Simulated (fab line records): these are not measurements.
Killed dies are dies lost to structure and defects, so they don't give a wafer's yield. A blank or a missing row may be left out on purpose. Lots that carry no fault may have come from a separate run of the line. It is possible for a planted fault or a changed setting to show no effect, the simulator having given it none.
Chamber matching || flow n5Finfet || N5_BEOL_M5_ETCH_75 on rieDiel-03: 4 sister chambers
The step etches underlayer in N2/H2, target depth 6.5 nm, time 5.2 s. 4 wafers are shown with their chamber, then 8 later ones without.

WAFERS, EACH WITH ITS CHAMBER
{"wafer": "L083.6", "chamber": 1, "showerheadPlenumPTorr (Torr)": 2.39}
{"wafer": "L085.1", "chamber": 2, "showerheadPlenumPTorr (Torr)": 2.57}
{"wafer": "L085.4", "chamber": 0, "showerheadPlenumPTorr (Torr)": 2.50}
{"wafer": "L088.2", "chamber": 3, "showerheadPlenumPTorr (Torr)": 2.61}

WAFERS MISSING THEIR CHAMBER
{"wafer": "L088.5", "showerheadPlenumPTorr (Torr)": 2.57}
{"wafer": "L088.6", "showerheadPlenumPTorr (Torr)": 2.38}
{"wafer": "L092.2", "showerheadPlenumPTorr (Torr)": 2.56}
{"wafer": "L092.4", "showerheadPlenumPTorr (Torr)": 2.61}
{"wafer": "L092.6", "showerheadPlenumPTorr (Torr)": 2.56}
{"wafer": "L095.1", "showerheadPlenumPTorr (Torr)": 2.56}
{"wafer": "L095.2", "showerheadPlenumPTorr (Torr)": 2.61}
{"wafer": "L095.5", "showerheadPlenumPTorr (Torr)": 2.61}

EACH ONE'S CHAMBER
{"wafer": "L088.5", "from the rows above": 2, "in truth": 2}
{"wafer": "L088.6", "from the rows above": 1, "in truth": 1}
{"wafer": "L092.2", "from the rows above": 2, "in truth": 2}
{"wafer": "L092.4", "from the rows above": 3, "in truth": 3}
{"wafer": "L092.6", "from the rows above": 2, "in truth": 2}
{"wafer": "L095.1", "from the rows above": 2, "in truth": 2}
{"wafer": "L095.2", "from the rows above": 3, "in truth": 3}
{"wafer": "L095.5", "from the rows above": 3, "in truth": 3}
8 of 8 placed correctly. Left unplaced by these rows: 0. Number placed wrongly: 0.
How it was worked out, from the rows above alone: a wafer's distance from a chamber is the root of the sum, over the readings, of the square of ((its reading less the chamber's mean) divided by the reading's scatter). If the next closest chamber is less than 2 further off than the closest, the wafer can't be placed; otherwise it belongs to the closest. Each chamber's mean is taken over the wafers shown for it. The scatter: root of mean squared gap, hidden wafer to nearest shown wafer, with one shown wafer a chamber.
